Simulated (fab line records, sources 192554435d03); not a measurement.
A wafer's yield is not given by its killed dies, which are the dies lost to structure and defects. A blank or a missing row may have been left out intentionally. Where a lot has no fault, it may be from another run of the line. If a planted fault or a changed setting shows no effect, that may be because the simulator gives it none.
Which tool was responsible?    flow n5-finfet    9 lots, 27 wafers sampled, at 5 steps of a route of 1938

== WHAT THE GAUGES READ, wafer by wafer ==
N5_BEOL_M4_RC_MEAS_101.
lot   measured      on         DIBL_N (mV/V)
L800  day 8 14:34   prober-01  36.8 36.2 37.5
L806  day 9 07:28   prober-01  35.1 37.2 37.0
L805  day 9 22:19   prober-02  34.8 36.0 33.0
L807  day 10 00:09  prober-02  40.4 38.3 38.9
L817  day 12 10:14  prober-01  38.1 39.1 36.4
L819  day 13 04:02  prober-01  38.4 36.2 38.8
L820  day 13 07:53  prober-02  40.7 35.8 39.5
L821  day 13 12:40  prober-01  38.2 38.9 34.8
L822  day 13 13:46  prober-02  38.2 37.2 34.7

== WHAT TOOL EACH LOT RAN ON (gives the tool, then ch and the chambers of the sampled wafers, and finally the start) ==
lot   N5_MOL_CONTACT_COAG_ETCH_91         N5_MOL_CONTACT_COAG_STRIP_119         N5_MOL_CONTACT_COAG_STRIP_49          N5_BEOL_M0_SAQP_HM_DEP_02
L800  rie-diel-02 ch 0,1,3, day 5 17:57   plasma-asher-02 ch 0,1, day 5 18:16   plasma-asher-01 ch 0,1, day 5 19:47   pvd-sputter-03, day 6 02:09
L806  rie-diel-02 ch 0,2, day 6 19:30     plasma-asher-02 ch 0,1, day 6 19:49   plasma-asher-02 ch 0, day 6 21:23     pvd-sputter-03, day 7 03:56
L805  rie-diel-04 ch 0,1,2, day 7 03:29   plasma-asher-02 ch 0,1, day 7 03:49   plasma-asher-02 ch 0,1, day 7 05:36   pvd-sputter-03, day 7 10:17
L807  rie-diel-02 ch 1,2, day 7 07:49     plasma-asher-02 ch 0,1, day 7 08:08   plasma-asher-02 ch 0,1, day 7 09:45   pvd-sputter-01, day 7 15:28
L817  rie-diel-02 ch 1,2,3, day 9 18:38   plasma-asher-01 ch 0,1, day 9 18:57   plasma-asher-02 ch 0,1, day 9 20:20   pvd-sputter-03, day 10 01:11
L819  rie-diel-02 ch 0,1,2, day 10 02:11  plasma-asher-01 ch 1, day 10 02:30    plasma-asher-02 ch 0,1, day 10 04:05  pvd-sputter-02, day 10 09:34
L820  rie-diel-02 ch 2,3, day 10 08:15    plasma-asher-01 ch 0,1, day 10 08:34  plasma-asher-02 ch 0,1, day 10 09:51  pvd-sputter-02, day 10 15:02
L821  rie-diel-04 ch 0,1,2, day 10 18:48  plasma-asher-01 ch 0,1, day 10 19:08  plasma-asher-01 ch 0,1, day 10 20:25  pvd-sputter-02, day 11 01:31
L822  rie-diel-06 ch 1,2,3, day 11 00:20  plasma-asher-02 ch 0,1, day 11 00:40  plasma-asher-02 ch 0,1, day 11 02:14  pvd-sputter-01, day 11 07:31
- N5_MOL_CONTACT_COAG_ETCH_91: etches SOC in N2/H2, target depth 60 nm, overetch 21 nm, time 101.2 s.
- N5_MOL_CONTACT_COAG_STRIP_119: strips in N2/H2, time 30 s.
- N5_MOL_CONTACT_COAG_STRIP_49: strips in N2/H2, time 30 s.
- N5_BEOL_M0_SAQP_HM_DEP_02: deposits TiN, target thk 12 nm.

== THE ANSWER, worked out from the rows above alone ==
Rule: what is usual is taken from the lots themselves. The widest of any qualifying gaps counts: lots, ordered by their means at a reading, are off when they make up no more than a third of the lots, leave a main group of 4 or more, and stand apart from it by 3 or more times the standard deviation of that group's means. Not used: any main group whose means are identical at the precision the tables above print for the reading. A lot without any number at a reading at which 4 lots or more have one is off too. Any other lot the step has rows for is counted as sound.
Nothing can be told from this: no lot is off at any reading shown.

== WHAT WAS PUT IN BY THE SIMULATOR ==
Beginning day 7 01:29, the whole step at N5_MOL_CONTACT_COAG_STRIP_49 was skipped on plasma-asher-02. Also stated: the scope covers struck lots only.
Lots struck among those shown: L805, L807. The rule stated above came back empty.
